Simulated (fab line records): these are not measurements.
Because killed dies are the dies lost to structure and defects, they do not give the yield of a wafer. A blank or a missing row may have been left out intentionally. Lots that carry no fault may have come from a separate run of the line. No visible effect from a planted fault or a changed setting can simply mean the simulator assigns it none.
fab line records -- flow nandHarc -- part 1 of 2: steps 1 to 26 of 39
record: lots: 5, wafers: 15, lastDay: 31
route steps=1302 shown P_BONDPAD@377 A_START@389 A_ZERO_WELL@390 A_SOURCE_PLATE@413
lots with no fault: from the same line, run without faults
startH: start of the lot's first displayed wafer, in hours after the record's first day -- waitH: hours since the lot's step before -- " same as the row above -- L1.1+2: one row covering several wafers at once -- - no value, or no start was given -- * or withheld: withheld -- < > ~ a bound
route shown NAME@n: a module of which the file shows steps, and the number in the route of the first -- usual: average and standard deviation across the fault-free wafers -- same: alike in all rows -- chamber/n: place in a boat -- sites: each site's reading -- _std_site: standard deviation across them -- _edge_site: inner sites' mean taken away from outer sites' mean -- radiusMm: how far each site lies from the wafer's centre -- mask NAME#n: copy n -- behind: the tool/chamber that last shaped the wafer -- hold: cause of the lot's hold/its duration in hours/its outcome -- device: transistor that didn't switch, given as n, p or np -- end of line: the same wafers' tests at the end of the route -- a step given without rows: its recipe and nothing more -- killed: the dies lost at the first sort to structure and to defects; this is not the yield of the wafer -- map: a wafer's dies, marking killed ones x, the rest . and places with no die _
set.NAME: the setting the step ran with; set.NAME@STEP: the setting that earlier step ran with -- model.NAME: the simulator's own value behind a step, which no gauge read
certain route steps with their lots: each step a table, each wafer a row
services: when a tool's chamber went out of use (startH, in hours from the record's first day, below 0 if earlier), for how many hours, and the reason
== steps ==
step: NHARC_P_BONDPAD_PVD_27
recipe: targetThkA: 300, chamberPressurePa: 5, powerW: 5000, substrateTempC: 30, timeS: 20.49, material: Cu
usual: throttleValvePct: 29.8/1.1
lot.wafer,tool,chamber,startH,waitH,throttleValvePct
L078.1,pvdSputter-01,-,-,-,30.6
L078.4,pvdSputter-01,-,-,-,28.8
L078.5,pvdSputter-01,-,-,-,29.8
L080.1,pvdSputter-03,-,-,-,30.6
L080.4,pvdSputter-03,-,-,-,28.3
L080.2,pvdSputter-03,-,-,-,29.3
L081.4,pvdSputter-01,-,-,-,28.9
L081.2,pvdSputter-01,-,-,-,31.9
L081.5,pvdSputter-01,-,-,-,29.8
L086.1,pvdSputter-02,-,-,-,29.8
L086.4,pvdSputter-02,-,-,-,30.1
L086.5,pvdSputter-02,-,-,-,30.8
L093.1,pvdSputter-03,-,-,-,28.8
L093.4,pvdSputter-03,-,-,-,28.7
L093.6,pvdSputter-03,-,-,-,29.1
step: NHARC_P_BONDPAD_ECD_18
recipe: targetThkA: 4000, bathTempC: 25, material: Cu
lot.wafer,tool,chamber,startH,waitH
L078.1+4+5,ecdCu-02,"0,0,1",178.52,-
L080.1+2+4,ecdCu-01,"0,1,1",198.94,-
L081.2+4+5,ecdCu-02,1,200.62,-
L086.1+4+5,ecdCu-01,"0,1,1",259.14,-
L093.1+4+6,ecdCu-01,"1,1,0",321.51,-
step: NHARC_P_BONDPAD_ANNEAL_28
recipe: tempC: 225, timeS: 90
usual: wafer_temp_C_max: 225.87/0.29
lot.wafer,tool,chamber,startH,waitH,wafer_temp_C_max
L078.1,rtpAnneal-01,0,178.84,-,225.47
L078.4,rtpAnneal-01,0,178.84,-,225.40
L078.5,rtpAnneal-01,0,178.84,-,225.54
L080.1,rtpAnneal-01,0,199.31,-,225.52
L080.2,rtpAnneal-01,0,199.31,-,225.71
L080.4,rtpAnneal-01,0,199.31,-,225.68
L081.2,rtpAnneal-01,0,201.06,0.4,225.75
L081.4,rtpAnneal-01,0,201.06,0.4,225.46
L081.5,rtpAnneal-01,0,201.06,0.4,225.62
L086.1,rtpAnneal-02,0,259.52,0.3,226.04
L086.4,rtpAnneal-02,0,259.52,0.3,226.15
L086.5,rtpAnneal-02,0,259.52,0.3,225.79
L093.1,rtpAnneal-01,0,321.89,-,225.16
L093.4,rtpAnneal-01,0,321.89,-,225.32
L093.6,rtpAnneal-01,0,321.89,-,225.55
step: NHARC_P_BONDPAD_CMP_19
recipe: tOverpolishS: 30, cuRecessTouchS: 16, targetThkNm: 160.81
usual: motorCurrentA: 12.1/1.2, overpolishRunS: 30.000/0.01, slurryFilterDpKPa: 13.50/0.14, slurryFlowMlMin: 150.0/0.44
lot.wafer,tool,chamber,startH,waitH,motorCurrentA,overpolishRunS,slurryFilterDpKPa,slurryFlowMlMin
L078.1,cmp-02,2,179.25,-,12.7,30.011,13.75,149.8
L078.4,cmp-02,3,179.25,-,10.0,30.000,13.47,149.9
L078.5,cmp-02,1,179.25,-,12.5,29.993,13.65,150.1
L080.1,cmp-02,2,199.66,-,13.3,30.008,13.42,149.7
L080.4,cmp-02,0,199.66,-,12.9,29.981,13.31,150.1
L080.2,cmp-02,1,199.66,-,13.0,29.988,13.61,149.5
L081.4,cmp-01,0,201.35,-,12.7,29.998,13.66,150.1
L081.2,cmp-01,2,201.35,-,11.7,29.990,13.55,148.8
L081.5,cmp-01,0,201.35,-,13.1,30.004,13.41,149.6
L086.4,cmp-03,2,259.87,-,11.6,29.986,13.57,150.3
L086.1,cmp-03,0,259.87,-,14.0,29.994,13.27,149.9
L086.5,cmp-03,2,259.87,-,12.1,30.002,13.60,150.6
L093.1,cmp-01,2,322.23,-,11.6,29.993,13.72,149.3
L093.4,cmp-01,0,322.23,-,13.1,29.990,13.38,149.2
L093.6,cmp-01,2,322.23,-,12.3,30.001,13.69,150.0
step: NHARC_P_BONDPAD_THK_MEAS_20
recipe: thkMeasGauge: xrf
usual: thkNm: 160.8/1.5
lot.wafer,tool,chamber,startH,waitH,thkNm
L078.1,filmMetro-02,-,179.51,-,159.6
L078.4,filmMetro-02,-,179.51,-,161.2
L078.5,filmMetro-02,-,179.51,-,159.9
L080.1,filmMetro-02,-,199.98,-,160.1
L080.2,filmMetro-02,-,199.98,-,161.3
L080.4,filmMetro-02,-,199.98,-,164.2
L081.2,filmMetro-01,-,201.67,-,162.2
L081.4,filmMetro-01,-,201.67,-,158.2
L081.5,filmMetro-01,-,201.67,-,158.5
L086.1,filmMetro-01,-,260.20,-,158.8
L086.4,filmMetro-01,-,260.20,-,159.7
L086.5,filmMetro-01,-,260.20,-,158.6
L093.1,filmMetro-01,-,322.55,-,161.1
L093.4,filmMetro-01,-,322.55,-,159.6
L093.6,filmMetro-01,-,322.55,-,162.7
step: NHARC_P_BONDPAD_SRD_21
recipe: timeS: 30, tempC: 23, dryTimeS: 20, spinRpm: 1500
lot.wafer,tool,chamber,startH,waitH
L078.4+5+1,wetBench-08,"6,1,2",179.55,0.0
L080.4+2+1,wetBench-10,"1,4,5",200.02,0.0
L081.2+4+5,wetBench-08,"2,4,6",201.71,0.0
L086.4+5+1,wetBench-08,"7,1,3",260.24,0.0
L093.1+6+4,wetBench-08,"6,1,2",322.60,0.0
step: NHARC_P_BONDPAD_INSPECT_23
usual: rawDefectCount: 326/100
lot.wafer,tool,chamber,startH,waitH,rawDefectCount
L078.1,defectInspect-01,-,179.73,0.0,438
L078.4,defectInspect-01,-,179.73,0.0,333
L078.5,defectInspect-01,-,179.73,0.0,416
L080.1,defectInspect-02,-,200.23,0.0,239
L080.2,defectInspect-02,-,200.23,0.0,359
L080.4,defectInspect-02,-,200.23,0.0,349
L081.2,defectInspect-01,-,201.90,0.0,221
L081.4,defectInspect-01,-,201.90,0.0,245
L081.5,defectInspect-01,-,201.90,0.0,199
L086.1,defectInspect-01,-,260.42,0.0,182
L086.4,defectInspect-01,-,260.42,0.0,354
L086.5,defectInspect-01,-,260.42,0.0,358
L093.1,defectInspect-02,-,322.78,0.0,433
L093.4,defectInspect-02,-,322.78,0.0,502
L093.6,defectInspect-02,-,322.78,0.0,382
step: NHARC_P_BONDPAD_ACTIVATE_29
recipe: timeS: 60, n2FlowSccm: 200, arFlowSccm: 0, biasPowerW: 0, chemistry: N2
usual: drypumpMotorCurrentA: 5.8/0.43, oesProductAu: 0.992/0.0086, rfVppV: 64.1/0.83, showerheadPlenumPTorr: 1.75/0.059
lot.wafer,tool,chamber,startH,waitH,drypumpMotorCurrentA,oesProductAu,rfHoursCounterH,rfVppV,showerheadPlenumPTorr
L078.1,rieDiel-08,3,179.81,0.1,6.2,0.988,2.9,63.6,1.83
L078.4,rieDiel-08,1,179.81,0.1,6.1,0.984,3.8,63.8,1.71
L078.5,rieDiel-08,2,179.81,0.1,5.1,0.997,-,65.6,1.78
L080.4,rieDiel-08,2,200.31,0.1,5.1,0.992,0.0,64.7,1.78
L080.2,rieDiel-08,3,200.31,0.1,6.2,0.996,0.0,64.8,1.83
L080.1,rieDiel-08,0,200.31,0.1,6.2,1.001,0.0,63.0,1.80
L081.2,rieDiel-08,2,201.96,0.1,5.1,0.988,0.1,65.1,1.78
L081.4,rieDiel-08,3,201.96,0.1,6.2,0.986,0.0,64.9,1.83
L081.5,rieDiel-08,2,201.96,0.1,5.1,0.990,-,64.0,1.78
L086.4,rieDiel-08,1,260.48,0.1,6.1,0.986,1.6,63.7,1.71
L086.1,rieDiel-08,3,260.48,0.1,6.2,0.987,1.5,66.9,1.83
L086.5,rieDiel-08,2,260.48,0.1,5.1,0.985,-,64.1,1.78
L093.1,rieDiel-05,0,322.84,0.1,5.3,0.991,6.2,62.5,1.65
L093.4,rieDiel-05,3,322.84,0.1,6.0,0.992,5.7,64.5,1.68
L093.6,rieDiel-05,0,322.84,0.1,5.3,0.997,-,63.2,1.65
step: NHARC_P_BONDPAD_PRECLEAN_30
recipe: timeS: 300, tempC: 23, chemistry: DIW
lot.wafer,tool,chamber,startH,waitH
L078.4+1+5,wetBench-08,"1,2,4",179.98,0.1
L080.4+2+1,wetBench-08,"5,6,0",200.45,0.1
L081.5+2+4,wetBench-08,"0,1,2",202.15,0.1
L086.5+4+1,wetBench-10,"5,7,1",260.64,0.1
L093.6+4+1,wetBench-08,"7,2,4",322.99,0.1
step: NHARC_P_BONDPAD_SRD_31
recipe: timeS: 30, tempC: 23, dryTimeS: 20, spinRpm: 1500
lot.wafer,tool,chamber,startH,waitH
L078.4+1+5,wetBench-08,"1,2,4",-,-
L080.4+2+1,wetBench-08,"5,6,0",-,-
L081.5+2+4,wetBench-08,"0,1,2",-,-
L086.5+4+1,wetBench-10,"5,7,1",-,-
L093.6+4+1,wetBench-08,"7,2,4",-,-
step: NHARC_A_START_INSPECT_01
usual: rawDefectCount: 3.4/1.6
lot.wafer,tool,chamber,startH,waitH,rawDefectCount
L078.1,defectInspect-02,-,180.20,-,1
L078.4,defectInspect-02,-,180.20,-,5
L078.5,defectInspect-02,-,180.20,-,7
L080.1,defectInspect-01,-,200.70,-,3
L080.2,defectInspect-01,-,200.70,-,4
L080.4,defectInspect-01,-,200.70,-,2
L081.2,defectInspect-02,-,202.38,-,3
L081.4,defectInspect-02,-,202.38,-,2
L081.5,defectInspect-02,-,202.38,-,4
L086.1,defectInspect-01,-,260.89,-,3
L086.4,defectInspect-01,-,260.89,-,6
L086.5,defectInspect-01,-,260.89,-,3
L093.1,defectInspect-02,-,323.24,-,3
L093.4,defectInspect-02,-,323.24,-,7
L093.6,defectInspect-02,-,323.24,-,5
step: NHARC_A_ZERO_WELL_PRECLEAN_00
recipe: timeS: 600, tempC: 120, chemistry: SPM
lot.wafer,tool,chamber,startH,waitH
L078.5+4+1,wetBench-03,"2,3,5",180.30,0.1
L080.1+2+4,wetBench-03,"4,5,7",200.80,0.1
L081.4+2+5,wetBench-03,"5,6,7",202.47,0.1
L086.1+4+5,wetBench-07,"4,5,0",260.98,0.1
L093.1+4+6,wetBench-07,"6,7,1",323.33,0.1
step: NHARC_A_ZERO_WELL_SRD_01
lot.wafer,tool,chamber,startH,waitH
L078.5+4+1,wetBench-03,"2,3,5",-,-
L080.1+2+4,wetBench-03,"4,5,7",-,-
L081.4+2+5,wetBench-03,"5,6,7",-,-
L086.1+4+5,wetBench-07,"4,5,0",-,-
L093.1+4+6,wetBench-07,"6,7,1",-,-
step: NHARC_A_ZERO_WELL_DEHYDRATE_02
recipe: tempC: 150, timeS: 120
usual: plateTempC: 149.97/0.14
lot.wafer,tool,chamber,startH,waitH,plateTempC
L078.1,lithoTrack-02,0,180.59,-,149.90
L078.4,lithoTrack-02,0,180.59,-,149.94
L078.5,lithoTrack-02,0,180.59,-,149.95
L080.1,lithoTrack-07,0,201.10,-,150.13
L080.2,lithoTrack-07,0,201.10,-,149.80
L080.4,lithoTrack-07,0,201.10,-,149.65
L081.2,lithoTrack-05,0,202.77,-,149.84
L081.4,lithoTrack-05,0,202.77,-,150.23
L081.5,lithoTrack-05,0,202.77,-,149.99
L086.1,lithoTrack-07,0,261.29,-,149.63
L086.4,lithoTrack-07,0,261.29,-,149.72
L086.5,lithoTrack-07,0,261.29,-,149.89
L093.1,lithoTrack-07,0,323.64,-,150.14
L093.4,lithoTrack-07,0,323.64,-,150.03
L093.6,lithoTrack-07,0,323.64,-,150.03
step: NHARC_A_ZERO_WELL_HMDS_03
recipe: timeS: 30
lot.wafer,tool,chamber,startH,waitH
L078.1+4+5,lithoTrack-02,0,-,-
L080.1+2+4,lithoTrack-07,0,-,-
L081.2+4+5,lithoTrack-05,0,-,-
L086.1+4+5,lithoTrack-07,0,-,-
L093.1+4+6,lithoTrack-07,0,-,-
step: NHARC_A_ZERO_WELL_COAT_18
recipe: tempC: 200, timeS: 65
usual: plateTempC: 200.00/0.17
lot.wafer,tool,chamber,startH,waitH,plateTempC
L078.1,lithoTrack-02,0,-,-,199.92
L078.4,lithoTrack-02,0,-,-,200.09
L078.5,lithoTrack-02,0,-,-,199.90
L080.1,lithoTrack-07,0,-,-,199.91
L080.2,lithoTrack-07,0,-,-,199.92
L080.4,lithoTrack-07,0,-,-,200.07
L081.2,lithoTrack-05,0,-,-,200.21
L081.4,lithoTrack-05,0,-,-,200.24
L081.5,lithoTrack-05,0,-,-,200.00
L086.1,lithoTrack-07,0,-,-,200.23
L086.4,lithoTrack-07,0,-,-,200.19
L086.5,lithoTrack-07,0,-,-,200.11
L093.1,lithoTrack-07,0,-,-,199.91
L093.4,lithoTrack-07,0,-,-,200.26
L093.6,lithoTrack-07,0,-,-,199.78
step: NHARC_A_ZERO_WELL_COAT_04
recipe: spinRpm: 2000, resistThkNm: 600
usual: dispensePressureKPa: 51.9/1.6
lot.wafer,tool,chamber,startH,waitH,dispensePressureKPa
L078.1,lithoTrack-02,0,-,-,53.5
L078.4,lithoTrack-02,0,-,-,53.6
L078.5,lithoTrack-02,0,-,-,53.6
L080.1,lithoTrack-07,0,-,-,52.8
L080.2,lithoTrack-07,0,-,-,52.8
L080.4,lithoTrack-07,0,-,-,52.8
L081.2,lithoTrack-05,0,-,-,49.8
L081.4,lithoTrack-05,0,-,-,49.8
L081.5,lithoTrack-05,0,-,-,49.8
L086.1,lithoTrack-07,0,-,-,52.8
L086.4,lithoTrack-07,0,-,-,52.8
L086.5,lithoTrack-07,0,-,-,52.8
L093.1,lithoTrack-07,0,-,-,52.8
L093.4,lithoTrack-07,0,-,-,52.8
L093.6,lithoTrack-07,0,-,-,52.8
step: NHARC_A_ZERO_WELL_SOFTBAKE_05
recipe: tempC: 125, timeS: 70
usual: plateTempC: 125.00/0.13
lot.wafer,tool,chamber,startH,waitH,plateTempC
L078.1,lithoTrack-02,0,-,-,125.25
L078.4,lithoTrack-02,0,-,-,124.88
L078.5,lithoTrack-02,0,-,-,125.19
L080.1,lithoTrack-07,0,-,-,125.14
L080.2,lithoTrack-07,0,-,-,124.90
L080.4,lithoTrack-07,0,-,-,125.11
L081.2,lithoTrack-05,0,-,-,125.22
L081.4,lithoTrack-05,0,-,-,125.00
L081.5,lithoTrack-05,0,-,-,125.14
L086.1,lithoTrack-07,0,-,-,125.12
L086.4,lithoTrack-07,0,-,-,124.94
L086.5,lithoTrack-07,0,-,-,125.00
L093.1,lithoTrack-07,0,-,-,124.91
L093.4,lithoTrack-07,0,-,-,124.88
L093.6,lithoTrack-07,0,-,-,125.09
step: NHARC_A_ZERO_WELL_EBR_06
lot.wafer,tool,chamber,startH,waitH
L078.1+4+5,lithoTrack-02,0,-,-
L080.1+2+4,lithoTrack-07,0,-,-
L081.2+4+5,lithoTrack-05,0,-,-
L086.1+4+5,lithoTrack-07,0,-,-
L093.1+4+6,lithoTrack-07,0,-,-
step: NHARC_A_ZERO_WELL_EXPOSE_07
recipe: na: 0.55, doseMj: 33.85, maskId: A_ZERO
usual: exposureDoseMJCm2: 33.86/0.037
lot.wafer,tool,chamber,startH,waitH,mask,exposureDoseMJCm2
L078.1,krfScanner-04,0,180.76,-,A_ZERO#0,33.85
L078.4,krfScanner-04,0,180.76,-,A_ZERO#0,33.86
L078.5,krfScanner-04,0,180.76,-,A_ZERO#0,33.84
L080.1,krfScanner-04,0,201.39,-,A_ZERO#0,33.93
L080.2,krfScanner-04,0,201.39,-,A_ZERO#0,33.86
L080.4,krfScanner-04,0,201.39,-,A_ZERO#0,33.87
L081.2,krfScanner-02,0,203.07,-,A_ZERO#0,33.84
L081.4,krfScanner-02,0,203.07,-,A_ZERO#0,33.84
L081.5,krfScanner-02,0,203.07,-,A_ZERO#0,33.88
L086.1,krfScanner-02,0,261.58,-,A_ZERO#0,33.88
L086.4,krfScanner-02,0,261.58,-,A_ZERO#0,33.86
L086.5,krfScanner-02,0,261.58,-,A_ZERO#0,33.87
L093.1,krfScanner-04,0,323.96,-,A_ZERO#0,33.79
L093.4,krfScanner-04,0,323.96,-,A_ZERO#0,33.82
L093.6,krfScanner-04,0,323.96,-,A_ZERO#0,33.83
step: NHARC_A_ZERO_WELL_PEB_08
recipe: pebTempC: 128, pebTimeS: 80
usual: plateTempC: 127.99/0.14
lot.wafer,tool,chamber,startH,waitH,plateTempC
L078.1,lithoTrack-02,0,180.82,0.1,128.14
L078.4,lithoTrack-02,0,180.82,0.1,128.00
L078.5,lithoTrack-02,0,180.82,0.1,127.96
L080.1,lithoTrack-02,0,201.46,0.1,127.88
L080.2,lithoTrack-02,0,201.46,0.1,127.73
L080.4,lithoTrack-02,0,201.46,0.1,127.93
L081.2,lithoTrack-05,0,203.13,0.1,128.20
L081.4,lithoTrack-05,0,203.13,0.1,128.17
L081.5,lithoTrack-05,0,203.13,0.1,128.18
L086.1,lithoTrack-05,0,261.65,0.1,127.91
L086.4,lithoTrack-05,0,261.65,0.1,128.09
L086.5,lithoTrack-05,0,261.65,0.1,127.97
L093.1,lithoTrack-05,0,324.03,0.1,128.00
L093.4,lithoTrack-05,0,324.03,0.1,127.87
L093.6,lithoTrack-05,0,324.03,0.1,127.82
step: NHARC_A_ZERO_WELL_DEVELOP_09
recipe: timeS: 50, devTempC: 22
lot.wafer,tool,chamber,startH,waitH
L078.1+4+5,lithoTrack-02,0,-,-
L080.1+2+4,lithoTrack-02,0,-,-
L081.2+4+5,lithoTrack-05,0,-,-
L086.1+4+5,lithoTrack-05,0,-,-
L093.1+4+6,lithoTrack-05,0,-,-
step: NHARC_A_ZERO_WELL_CD_MEAS_10
recipe: targetCdNm: 2000, landingEnergyEv: 500
usual: cdNm: 1999.6/2
lot.wafer,tool,chamber,startH,waitH,cdNm
L078.1,cdSem-03,0,180.91,-,2002.3
L078.4,cdSem-03,0,180.91,-,2003.6
L078.5,cdSem-03,0,180.91,-,2001.3
L080.1,cdSem-02,0,201.54,-,2001.7
L080.2,cdSem-02,0,201.54,-,2004.3
L080.4,cdSem-02,0,201.54,-,2002.8
L081.2,cdSem-02,0,203.22,-,1999.6
L081.4,cdSem-02,0,203.22,-,1999.6
L081.5,cdSem-02,0,203.22,-,1998.2
L086.1,cdSem-03,0,261.74,-,2000.1
L086.4,cdSem-03,0,261.74,-,1998.8
L086.5,cdSem-03,0,261.74,-,1999.5
L093.1,cdSem-02,0,324.11,-,2000.6
L093.4,cdSem-02,0,324.11,-,2001.0
L093.6,cdSem-02,0,324.11,-,1999.4
step: NHARC_A_ZERO_WELL_HARDBAKE_11
recipe: tempC: 118, timeS: 65
usual: plateTempC: 118.00/0.12
lot.wafer,tool,chamber,startH,waitH,plateTempC
L078.1,lithoTrack-07,0,180.99,-,117.90
L078.4,lithoTrack-07,0,180.99,-,118.01
L078.5,lithoTrack-07,0,180.99,-,117.90
L080.1,lithoTrack-07,0,201.62,-,118.06
L080.2,lithoTrack-07,0,201.62,-,117.90
L080.4,lithoTrack-07,0,201.62,-,118.04
L081.2,lithoTrack-02,0,203.30,-,117.84
L081.4,lithoTrack-02,0,203.30,-,118.15
L081.5,lithoTrack-02,0,203.30,-,118.14
L086.1,lithoTrack-02,0,261.82,-,117.96
L086.4,lithoTrack-02,0,261.82,-,117.96
L086.5,lithoTrack-02,0,261.82,-,118.15
L093.1,lithoTrack-05,0,324.19,-,118.11
L093.4,lithoTrack-05,0,324.19,-,118.09
L093.6,lithoTrack-05,0,324.19,-,117.90
step: NHARC_A_ZERO_WELL_DESCUM_12
recipe: timeS: 3, o2FlowSccm: 200, arFlowSccm: 0, biasPowerW: 0, chemistry: O2
usual: drypumpMotorCurrentA: 5.7/0.32, o2FlowSccm: 200.0/0.57, oesProductAu: 0.999/0.013, rfVppV: 57.9/0.93, showerheadPlenumPTorr: 1.92/0.089, throttleValvePct: 11.312/0.0096
lot.wafer,tool,chamber,startH,waitH,drypumpMotorCurrentA,o2FlowSccm,oesProductAu,rfHoursCounterH,rfVppV,showerheadPlenumPTorr,throttleValvePct
L078.4,rieDiel-13,1,181.07,-,4.8,200.2,0.991,1,59.0,1.89,11.294
L078.1,rieDiel-13,0,181.07,-,6.5,199.3,1.001,1,56.6,1.89,11.310
L078.5,rieDiel-13,2,181.07,-,5.6,199.4,0.977,-,56.9,1.87,11.309
L080.2,rieDiel-10,3,201.71,-,6.0,199.6,1.001,3,59.2,1.87,11.320
L080.1,rieDiel-10,0,201.71,-,5.8,199.5,1.007,3,58.1,2.00,11.315
L080.4,rieDiel-10,1,201.71,-,5.8,201.2,1.010,3,57.1,2.07,11.311
L081.2,rieDiel-10,3,203.39,-,6.0,200.4,0.999,3,58.1,1.87,11.302
L081.4,rieDiel-10,0,203.39,-,5.8,199.9,0.992,3,58.0,2.00,11.301
L081.5,rieDiel-10,1,203.39,-,5.8,200.1,1.000,-,57.8,2.07,11.296
L086.1,rieDiel-10,1,261.90,-,5.8,199.7,1.011,0,58.3,2.07,11.305
L086.4,rieDiel-10,3,261.90,-,6.1,199.9,1.008,0,57.8,1.87,11.313
L086.5,rieDiel-10,1,261.90,-,5.8,199.6,1.008,-,59.6,2.07,11.322
L093.1,rieDiel-04,1,324.27,-,5.2,199.2,0.986,23,55.5,1.81,11.314
L093.4,rieDiel-04,3,324.27,-,5.7,200.5,1.004,-,59.0,1.91,11.313
L093.6,rieDiel-04,0,324.27,-,5.5,199.6,1.030,-,56.9,1.87,11.299
step: NHARC_A_ZERO_WELL_ETCH_19
recipe: targetDepthA: 800, overetchA: 240, timeS: 87.88, ionEnergyEv: 200, n2FlowSccm: 150, h2FlowSccm: 150, arFlowSccm: 0, rfW: 400, biasW: 150, chemistry: N2/H2
usual: drypumpMotorCurrentA: 5.8/0.32, oesProductAu: 1.000/0.012, rfVppV: 430.6/2.7, showerheadPlenumPTorr: 2.04/0.097, throttleValvePct: 14.171/0.0082
lot.wafer,tool,chamber,startH,waitH,drypumpMotorCurrentA,oesProductAu,rfHoursCounterH,rfVppV,showerheadPlenumPTorr,throttleValvePct
L078.4,rieDiel-13,3,181.15,0.1,5.2,0.998,1,426.4,1.89,14.186
L078.1,rieDiel-13,1,181.15,0.1,4.8,0.994,1,430.1,2.01,14.178
L078.5,rieDiel-13,0,181.15,0.1,6.5,1.018,-,431.3,2.02,14.184
L080.2,rieDiel-10,1,201.78,0.1,5.8,1.010,3,434.7,2.21,14.166
L080.4,rieDiel-10,2,201.78,0.1,5.9,0.977,3,428.3,1.96,14.172
L080.1,rieDiel-10,0,201.78,0.1,5.8,0.991,3,433.4,2.14,14.194
L081.2,rieDiel-10,2,203.46,0.1,5.9,0.985,3,429.6,1.96,14.168
L081.4,rieDiel-10,3,203.46,0.1,6.0,1.008,3,428.1,1.99,14.174
L081.5,rieDiel-10,3,203.46,0.1,6.0,1.007,-,427.6,1.99,14.154
L086.4,rieDiel-10,1,261.98,0.1,5.8,1.008,0,435.0,2.21,14.177
L086.1,rieDiel-10,2,261.98,0.1,5.9,1.013,0,426.4,1.96,14.162
L086.5,rieDiel-10,2,261.98,0.1,5.9,1.027,-,428.3,1.96,14.165
L093.1,rieDiel-04,1,324.39,0.1,5.2,0.985,23,426.8,1.93,14.176
L093.4,rieDiel-04,0,324.39,0.1,5.4,1.011,-,428.5,2.00,14.170
L093.6,rieDiel-04,1,324.39,0.1,5.2,0.978,-,427.9,1.93,14.176
